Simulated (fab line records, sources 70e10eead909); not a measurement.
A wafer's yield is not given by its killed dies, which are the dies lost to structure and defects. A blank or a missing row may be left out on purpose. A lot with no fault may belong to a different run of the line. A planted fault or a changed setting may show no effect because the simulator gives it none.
One fault through the eyes of 2 desks -- flow nand_harc -- what lay behind the numbers comes last; until then each desk has only its own

## THE TOOL OWNER'S DESK: rie_metal-02
The tool's own readings at NHARC_THIN_TSV_ETCH_59 (etches the open film in Cl2/BCl3, target depth 880 nm, time 138.1 s): means of the sampled wafers that have a number, for each lot that ran on this tool. Any lot whose mean is over 4 standard deviations away from the usual mean is out of limits and marked OUT; that distance is given in the brackets.
Columns: A = drypump_motor_current_A at NHARC_THIN_TSV_ETCH_59, usual 5.3 A; B = oes_product_au at NHARC_THIN_TSV_ETCH_59, usual 1.004 a.u.; C = throttle_valve_pct at NHARC_THIN_TSV_ETCH_59, usual 22.265 %
lot,first seen here,A,B,C
L852,day 27 16:47,5.1,0.988,22.258
L854,day 28 03:04,5.1,0.978,22.263
L860,day 31 03:41,5.1,1.008,22.271
L863,day 31 14:55,5.4,1.019,22.271
L864,day 32 00:26,5.4,1.013,22.265
L866,day 33 04:05,5.4,1.003,22.268
This desk found nothing out of limits on any of the 6 lots.

## METROLOGY DESK
Lot by lot, what the gauges showed, no matter which tool ran the lot: averages of those sampled wafers that carry a number. Any lot whose mean is over 4 standard deviations away from the usual mean is out of limits and marked OUT; that distance is given in the brackets.
Columns: A = cd_nm at NHARC_THIN_TSV_CD_MEAS_16, usual 1000.9 nm
lot,first seen here,A
L845,day 23 18:30,1001.8
L849,day 25 13:47,1000.7
L852,day 27 11:35,1000.5
L854,day 27 21:41,999.1
L856,day 28 16:31,999.5
L858,day 29 06:35,1001.2
L860,day 30 22:34,999.5
L863,day 31 09:35,1000.9
L864,day 31 19:10,998.2
L865,day 32 12:38,1000.0
L866,day 32 22:45,999.6
L867,day 33 04:02,1005.4
This desk found nothing out of limits on any of the 12 lots.

## TAKEN TOGETHER
The desk of the tool owner found nothing out of limits.
The metrology desk saw nothing out of limits.

## WHAT WAS PUT IN BY THE SIMULATOR
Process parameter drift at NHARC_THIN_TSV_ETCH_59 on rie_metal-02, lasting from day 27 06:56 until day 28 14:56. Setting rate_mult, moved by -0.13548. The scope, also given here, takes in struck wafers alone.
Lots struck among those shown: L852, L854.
